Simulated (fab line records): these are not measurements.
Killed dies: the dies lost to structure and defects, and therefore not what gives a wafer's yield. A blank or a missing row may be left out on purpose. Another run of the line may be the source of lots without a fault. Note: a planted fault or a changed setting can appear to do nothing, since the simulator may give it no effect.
Split-lot trial | flow n5Finfet | on a route of 1938 steps: 7 lots, 21 wafers read

ABOUT THE SPLIT
At N5_BEOL_M1_COAT_68 (time 60 s, resist thk 12 nm), the setting spinRpm was moved away from the recipe's 1500 rpm on 3 of the 21 wafers read, by +8.6% to +11.1%. For the rest of the wafers, this setting stayed at what the recipe calls for.

FROM THE SPLIT TO THE READING: what the file shows between them, 4 steps
- N5_BEOL_M1_COAT_76: time 60 s, resist thk 5 nm
- N5_BEOL_M1_COAT_22: resist thk 30 nm
- N5_BEOL_M1_DESCUM_33: chemistry O2, time 7 s
- N5_BEOL_M1_ETCH_77: etches underlayer in N2/H2, target depth 6.5 nm, time 5.2 s

THE READING
etch.depthNm (the simulator's own value, which no gauge read), in nm, at N5_BEOL_M1_ETCH_69 (etches SiARC in CF4, target depth 15.6 nm, time 26 s). There is no usual value for it anywhere in the file. Here, 18 wafers ran the recipe; their average is 11.98 nm with a standard deviation of 0.04 nm.

wafer  | tool, chamber at the split | spinRpm as run, rpm | against the recipe | etch.depthNm, nm | against lot-mates on the recipe
L074.1 | lithoTrack-02, 0           | 1500                | recipe             | 11.92            | -
L074.2 | lithoTrack-02, 0           | 1500                | recipe             | 11.92            | -
L074.5 | lithoTrack-02, 0           | 1500                | recipe             | 11.96            | -
L076.1 | lithoTrack-02, 0           | 1500                | recipe             | 11.98            | -
L076.4 | lithoTrack-02, 0           | 1500                | recipe             | 11.96            | -
L076.5 | lithoTrack-02, 0           | 1500                | recipe             | 11.94            | -
L079.2 | lithoTrack-03, 0           | 1500                | recipe             | 11.96            | -
L079.3 | lithoTrack-03, 0           | 1500                | recipe             | 11.96            | -
L079.5 | lithoTrack-03, 0           | 1500                | recipe             | 11.97            | -
L086.2 | lithoTrack-01, 0           | 1500                | recipe             | 12.02            | -
L086.3 | lithoTrack-01, 0           | 1500                | recipe             | 12.04            | -
L086.5 | lithoTrack-01, 0           | 1666                | +11.1%             | 11.41            | -0.62
L087.1 | lithoTrack-03, 0           | 1629                | +8.6%              | 11.5             | -0.45
L087.2 | lithoTrack-03, 0           | 1629                | +8.6%              | 11.46            | -0.49
L087.6 | lithoTrack-03, 0           | 1500                | recipe             | 11.95            | -
L090.3 | lithoTrack-01, 0           | 1500                | recipe             | 11.96            | -
L090.5 | lithoTrack-01, 0           | 1500                | recipe             | 11.97            | -
L090.6 | lithoTrack-01, 0           | 1500                | recipe             | 11.99            | -
L094.1 | lithoTrack-03, 0           | 1500                | recipe             | 12.01            | -
L094.3 | lithoTrack-03, 0           | 1500                | recipe             | 12.06            | -
L094.6 | lithoTrack-03, 0           | 1500                | recipe             | 12.05            | -

FIT RESULTS
A straight line over all 21 wafers: etch.depthNm changes by -0.055 nm for each +1% of spinRpm; r = -0.98; the points scatter about the line by 0.042 nm.
The same after taking each lot's own level away (the mean of its wafers on the recipe; 21 wafers): -0.0553 nm for each +1%; r = -1.00; scatter 0.016 nm.
On that fit, the largest move of spinRpm shifts the reading by 0.61 nm.
Measured against the standard deviation above, the lots' own levels, which go from 11.933 to 12.040 nm, span 2.6 times it.
The two slopes are in agreement: the lot-to-lot level therefore moves the slope only a little.
Check: with one of the wafers moved furthest among these (+11.1%) left out of the fit, the line predicts -0.605 nm for it against its lot-mates. It came out at -0.62 nm against them.

THE OTHER SPLITS THESE WAFERS WENT THROUGH
Before the reading, these wafers also passed through other splits. Each is held against what the fit with the lots' levels taken away leaves over:
other split on the same wafers    | wafers away from the commonest value | r with etch.depthNm (lot level and that fit taken away)
N5_BEOL_M0_SAQP_CUT_ETCH_46 timeS | 8                                    | +0.14
N5_BEOL_M1_ETCH_64 timeS          | 8                                    | -0.31

FILE'S OWN FIT
etch.depthNm changes by -0.0557 nm for each +1% of spinRpm, r = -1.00.
